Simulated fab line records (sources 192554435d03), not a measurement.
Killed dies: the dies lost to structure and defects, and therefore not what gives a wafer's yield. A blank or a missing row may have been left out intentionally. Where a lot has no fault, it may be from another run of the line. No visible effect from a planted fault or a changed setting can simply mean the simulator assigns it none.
Chamber matching ; flow n5_finfet ; ald_hk-03 running N5_HKMG_FIN_ALD_75: 4 sister chambers
The step deposits Al2O3, target thk 1 nm, co reactant pulse time 1 s. 14 wafers are shown with their chamber, then 7 later ones without.

## WAFERS, EACH WITH ITS CHAMBER
wafer;chamber;heater_power_w (W);precursor_pulse_height_rel
L075.1;2;132;0.997
L075.5;0;148;0.968
L075.6;1;159;1.032
L077.3;1;163;0.996
L077.4;3;140;1.004
L077.6;2;135;0.977
L078.1;0;145;0.991
L078.5;2;135;0.978
L078.6;1;160;1.036
L079.2;3;141;1.022
L079.4;1;162;0.999
L079.6;2;135;1.016
L084.3;3;140;1.010
L084.4;1;162;0.959

SIGNATURES, as means of the wafers listed above
reading;chamber 0;chamber 1;chamber 2;chamber 3;scatter within a chamber
heater_power_w;146.50;161.20;134.25;140.33;1.51
precursor_pulse_height_rel;0.97950;1.00440;0.99200;1.01200;0.0232
Rule: a wafer lies at a distance from a chamber equal to the root of the sum of squares, over the readings, of (its reading less the chamber's mean, divided by the reading's scatter). If the next closest chamber is less than 2 further off than the closest, the wafer can't be placed; otherwise it belongs to the closest. How the scatter is found: for the shown wafers, subtract from each reading the mean of its chamber, square and add these, divide the total by (wafers less chambers), then take the root.

## WAFERS WHOSE CHAMBER IS MISSING
wafer;heater_power_w (W);precursor_pulse_height_rel
L084.5;165;1.006
L088.2;142;0.977
L088.4;147;1.028
L088.6;141;1.023
L089.2;146;1.013
L089.4;138;0.999
L089.6;161;1.010

## THE CHAMBER EACH PASSED THROUGH
wafer;from the rows above;in truth
L084.5;1;1
L088.2;can't be placed: 3 or 0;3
L088.4;0;0
L088.6;3;3
L089.2;0;0
L089.4;can't be placed: 3 or 2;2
L089.6;1;1
5 of 7 placed correctly. Not placeable from these rows: 2 (in 2, the candidates include the true chamber). Wrongly placed: 0.
